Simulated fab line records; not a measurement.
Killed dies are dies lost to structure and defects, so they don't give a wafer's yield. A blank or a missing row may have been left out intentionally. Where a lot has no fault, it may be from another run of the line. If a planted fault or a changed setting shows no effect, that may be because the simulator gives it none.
Matching of chambers || flow nand harc || NHARC_P_GATE_STRIP_67 on wet bench-07 has 7 sister chambers
The step strips in SPM, time 600 s. 7 wafers are shown with their chamber, then 5 later ones without.

WAFERS, EACH WITH ITS CHAMBER
{"wafer": "L442.2", "chamber": 5, "bath guard temp C (C)": 130.6}
{"wafer": "L444.5", "chamber": 3, "bath guard temp C (C)": 130.0}
{"wafer": "L445.1", "chamber": 7, "bath guard temp C (C)": 129.9}
{"wafer": "L445.4", "chamber": 0, "bath guard temp C (C)": 130.0}
{"wafer": "L445.5", "chamber": 2, "bath guard temp C (C)": 129.4}
{"wafer": "L446.2", "chamber": 1, "bath guard temp C (C)": 130.2}
{"wafer": "L446.3", "chamber": 6, "bath guard temp C (C)": 129.3}

WAFERS WHOSE CHAMBER IS MISSING
{"wafer": "L446.5", "bath guard temp C (C)": 129.7}
{"wafer": "L449.3", "bath guard temp C (C)": 129.6}
{"wafer": "L449.4", "bath guard temp C (C)": 129.4}
{"wafer": "L459.1", "bath guard temp C (C)": 130.1}
{"wafer": "L459.2", "bath guard temp C (C)": 130.6}

WHICH CHAMBER EACH ONE RAN IN
{"wafer": "L446.5", "from the rows above": "can't be placed: 7 or 2 or 0 or 3 or 6", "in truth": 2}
{"wafer": "L449.3", "from the rows above": "can't be placed: 2 or 6 or 7 or 0 or 3", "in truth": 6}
{"wafer": "L449.4", "from the rows above": "can't be placed: 2 or 6", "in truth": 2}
{"wafer": "L459.1", "from the rows above": "can't be placed: 0 or 1 or 3 or 7", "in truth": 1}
{"wafer": "L459.2", "from the rows above": 5, "in truth": 5}
Correct placement for 1 of the 5. Cannot be placed on the basis of these rows: 4; the candidates contain the true chamber in 4. Placed wrongly: 0.
How it was worked out, from the rows above alone: a wafer's distance from a chamber is the root of the sum, over the readings, of the square of ((its reading less the chamber's mean) divided by the reading's scatter). If the next closest chamber is less than 2 further off than the closest, the wafer can't be placed; otherwise it belongs to the closest. Each chamber's mean is taken over the wafers shown for it. The scatter: root of mean squared gap, hidden wafer to nearest shown wafer, with one shown wafer a chamber.
